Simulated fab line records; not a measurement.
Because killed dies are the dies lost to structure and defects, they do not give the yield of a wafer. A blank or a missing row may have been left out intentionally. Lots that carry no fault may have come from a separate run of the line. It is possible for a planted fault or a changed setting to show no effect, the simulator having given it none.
2 desks looking at one fault | flow nandHarc | each desk has only its own numbers; what lay behind them comes last

== AT THE METROLOGY DESK ==
What the gauges read, lot by lot, whatever tool the lot ran on: means of the sampled wafers that have a number. A lot is out of limits, marked OUT, if its mean lies more than 4 standard deviations from the usual mean; the brackets give that distance.
Columns: A = thkNm at NHARC_A_ONON_D2_THK_MEAS_08, usual 1003 nm
lot  | first seen here | A
L604 | day 12 13:50    | 1012
L606 | day 13 12:16    | 982
L607 | day 13 12:24    | 997
L609 | day 15 08:17    | 922 (-7.4) OUT
L618 | day 18 06:17    | 998
L619 | day 18 06:28    | 1017
L620 | day 19 00:46    | 1000
L621 | day 19 11:47    | 1001
L622 | day 20 07:58    | 1004
L624 | day 20 22:42    | 1003
L625 | day 21 07:55    | 988
L626 | day 21 07:59    | 993
L627 | day 21 23:43    | 1010
This desk's verdict: out of limits on L609, starting with L609 at day 15 08:17 (thkNm at NHARC_A_ONON_D2_THK_MEAS_08). In limits: L604, L606, L607, L618, L619, L620, L621, L622, L624, L625, L626, L627.

== THE TOOL OWNER'S DESK: pecvdOnon-02 ==
The tool's own readings at NHARC_A_ONON_D2_DEP_06 (target thk 1000 nm): means of the sampled wafers that have a number, for each lot that ran on this tool. A lot is out of limits, marked OUT, if its mean lies more than 4 standard deviations from the usual mean; the brackets give that distance.
Columns: A = n2FlowSccm at NHARC_A_ONON_D2_DEP_06, usual 2750 sccm; B = nh3FlowSccm at NHARC_A_ONON_D2_DEP_06, usual 499.8 sccm
lot  | first seen here | A    | B
L604 | day 12 13:22    | 2742 | 498.2
L607 | day 13 11:53    | 2748 | 500.6
L609 | day 15 07:50    | 2748 | 500.7
L619 | day 18 05:57    | 2759 | 499.5
L622 | day 20 07:28    | 2748 | 500.4
L626 | day 21 07:32    | 2750 | 499.9
This desk's verdict: no lot among the 6 shows anything out of limits.

== BROUGHT TOGETHER ==
At day 15 08:17 the metrology desk could have sounded an alarm, on L609.
The tool owner's desk saw nothing out of limits.
On record at the tool owner's desk: L609, within its limits.
NHARC_A_ONON_D2_DEP_06 was run on pecvdOnon-02 by each of the lots named.

== WHAT HAD BEEN PUT IN BY THE SIMULATOR ==
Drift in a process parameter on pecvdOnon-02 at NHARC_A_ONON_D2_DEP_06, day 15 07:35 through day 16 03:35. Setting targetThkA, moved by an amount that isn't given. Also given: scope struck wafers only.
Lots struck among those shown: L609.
Per desk, hours elapsed from the start of the fault to the first reading out of limits: for the metrology desk, 1.
